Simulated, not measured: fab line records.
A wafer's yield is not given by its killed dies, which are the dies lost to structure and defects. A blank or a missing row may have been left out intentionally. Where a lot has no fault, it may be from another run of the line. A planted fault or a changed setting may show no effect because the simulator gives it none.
A struck lot beside a sound one :: flow nandHarc :: 14 steps out of a route of 1302
Sound: these wafers, L462.1, L462.3, L462.4. Struck: wafers L467.5, L467.6. (L467.1 of the same lot was not struck and is left out.) The cause comes at the end.
Each step with rows lists, per side, the tool, then ch with its chambers, then its first start. Under that, the readings that differ: sound wafers :: struck wafers :: difference of the means :: sigmas: that difference in standard deviations of wafers without a fault.
alike: words and numbers the same on both sides, and readings whose means are apart by under 2 such deviations; not compared: readings that were withheld, readings missing a value for some wafer, numbers with overlapping values and no deviation given by the record, and bounds like >300 which may hide the same value.
A row with sigmas, a row that says differs or no value, or rows on one side alone: a step with any of these is where the two part. Numbers that have no deviation but don't overlap get no sigmas and don't part them. A reading missing from all wafers of one side parts the sides only when that side holds two or more wafers.

first, 1 step without rows for these wafers: NHARC_A_ONON_D1_DEP_09 (target thk 1000 nm).
NHARC_A_ONON_D1_THK_MEAS_11: measures by ellipsometry.
  sound on filmMetro-01, day 12 19:34; struck on filmMetro-01, day 14 20:08
  alike: thkNm
following that, 1 step holds no rows for these wafers, namely NHARC_A_ONON_D1_DEP_12 (target thickness 1000 nm).
NHARC_A_ONON_D1_THK_MEAS_14: measures by ellipsometry.
  sound on filmMetro-02, day 12 20:08; struck on filmMetro-02, day 14 20:42
  alike: thkNm
then, 2 steps without rows for these wafers: NHARC_A_ONON_D1_ANNEAL_15 (time 3600 s); NHARC_A_ONON_D1_DEP_16 (target thk 1000 nm).
NHARC_A_ONON_D1_THK_MEAS_18: measures by ellipsometry.
  sound on filmMetro-01, day 13 04:53; struck on filmMetro-02, day 15 04:33
reading: thkNm (nm)
sound: 1006 1005 1005
struck: 987 987
difference: -18
sigmas: -2
following that, 1 step holds no rows for these wafers, namely NHARC_A_ONON_D1_DEP_19 (target thickness 1000 nm).
NHARC_A_ONON_D1_THK_MEAS_21: measures by ellipsometry.
  sound on filmMetro-02, day 13 05:27; struck on filmMetro-01, day 15 05:07
  alike: thkNm
following that, 1 step holds no rows for these wafers, namely NHARC_A_ONON_D1_DEP_22 (target thickness 1000 nm).
NHARC_A_ONON_D1_THK_MEAS_24: measures by ellipsometry.
  sound on filmMetro-02, day 13 06:01; struck on filmMetro-02, day 15 05:41
  alike: thkNm
NHARC_A_ONON_D1_DEP_25: target thk 1000 nm.
  sound on pecvdOnon-04 ch 0, day 13 06:04; struck on pecvdOnon-02 ch 0, day 15 05:44
  alike: n2FlowSccm, nh3FlowSccm
NHARC_A_ONON_D1_THK_MEAS_27: measures by ellipsometry.
  sound on filmMetro-01, day 13 06:34; struck on filmMetro-01, day 15 06:14
reading: thkNm (nm)
sound: 992 991 990
struck: 1031 1030
difference: +40
sigmas: +4
following that, 1 step holds no rows for these wafers, namely NHARC_A_ONON_D1_DEP_28 (target thickness 1000 nm).

## WHERE THEY PART
At NHARC_A_ONON_D1_THK_MEAS_18 first; at NHARC_A_ONON_D1_THK_MEAS_27 last (within this record only).

WHY: what had been put in by the simulator
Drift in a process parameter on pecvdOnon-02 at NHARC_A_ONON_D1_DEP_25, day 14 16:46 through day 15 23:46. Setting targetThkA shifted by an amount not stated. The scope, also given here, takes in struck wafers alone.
